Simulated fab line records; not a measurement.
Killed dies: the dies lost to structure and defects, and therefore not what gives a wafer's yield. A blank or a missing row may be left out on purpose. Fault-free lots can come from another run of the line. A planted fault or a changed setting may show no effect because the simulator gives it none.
One fault through the eyes of 3 desks -- flow n5_finfet -- numbers are kept per desk, each desk with only its own; the story behind them comes last

TOOL OWNER'S DESK, rie_diel-01
The tool's own readings at N5_SDB_ETCH_18 (etches SOC in N2/H2, target depth 100 nm, overetch 20 nm, time 150 s): means of the sampled wafers that have a number, for each lot that ran on this tool. Marked OUT: a lot whose mean sits more than 4 standard deviations from the usual mean, which makes it out of limits; the brackets give that distance.
Columns: A = drypump_motor_current_A at N5_SDB_ETCH_18, usual 5.70 A; B = oes_product_au at N5_SDB_ETCH_18, usual 0.70 a.u.; C = rf_vpp_V at N5_SDB_ETCH_18, usual 524.0 V; D = showerhead_plenum_p_Torr at N5_SDB_ETCH_18, usual 2.54 Torr; E = throttle_valve_pct at N5_SDB_ETCH_18, usual 17.89 %
lot,first seen here,A,B,C,D,E
L964,day 5 15:26,5.67,0.72,523.7,2.53,18.09
L970,day 7 03:44,5.68,0.70,525.1,2.58,18.01
This desk's finding: nothing out of limits on any of the 2 lots.

THE DEFECT DESK
Counts from the inspections along the route, per lot, as means over the sampled wafers that have a number. Marked OUT: a lot whose mean sits more than 4 standard deviations from the usual mean, which makes it out of limits; the brackets give that distance.
Columns: A = raw_defect_count at N5_SDB_INSPECT_13, usual 75
lot,first seen here,A
L963,day 5 12:13,62
L964,day 5 15:20,101
L970,day 7 03:38,67
L972,day 7 18:47,71
L977,day 9 01:35,47
This desk's finding: nothing out of limits on any of the 5 lots.

METROLOGY DESK
What the gauges read, lot by lot, whatever tool the lot ran on: means of the sampled wafers that have a number. Marked OUT: a lot whose mean sits more than 4 standard deviations from the usual mean, which makes it out of limits; the brackets give that distance. Of its 12 readings 7 are shown: those that lie furthest out on some lot.
Columns: A = SDB_OVL at N5_SDB_OVL_MEAS_12, usual 0.0 nm; B = DIBL_N at N5_BEOL_M4_RC_MEAS_101, usual 36.1 mV/V; C = IOFF_N at N5_BEOL_M4_RC_MEAS_101, usual 0.16 nA/um; D = ION_N at N5_BEOL_M4_RC_MEAS_101, usual 674 uA/um; E = SS_N at N5_BEOL_M4_RC_MEAS_101, usual 71.6 mV/dec; F = SS_P at N5_BEOL_M4_RC_MEAS_101, usual 73.2 mV/dec; G = VT_N at N5_BEOL_M4_RC_MEAS_101, usual 249 mV
lot,first seen here,A,B,C,D,E,F,G
L963,day 5 12:10,0.2,39.2,0.23,683,72.7,74.7,246
L964,day 5 15:17,1.0,36.6,0.15,669,71.9,73.0,251
L970,day 7 03:34,0.5,35.8,0.13,653,71.3,73.0,254
L972,day 7 18:43,0.7,37.2,0.18,682,71.7,73.6,247
L977,day 9 01:32,-0.5,35.9,0.19,679,71.4,73.4,246
This desk's finding: nothing out of limits on any of the 5 lots.

PUT TOGETHER
The tool owner's desk saw nothing out of limits.
No out-of-limits result turned up at the defect desk.
Nothing out of limits was seen by the metrology desk.

WHAT THE SIMULATOR HAD PUT IN
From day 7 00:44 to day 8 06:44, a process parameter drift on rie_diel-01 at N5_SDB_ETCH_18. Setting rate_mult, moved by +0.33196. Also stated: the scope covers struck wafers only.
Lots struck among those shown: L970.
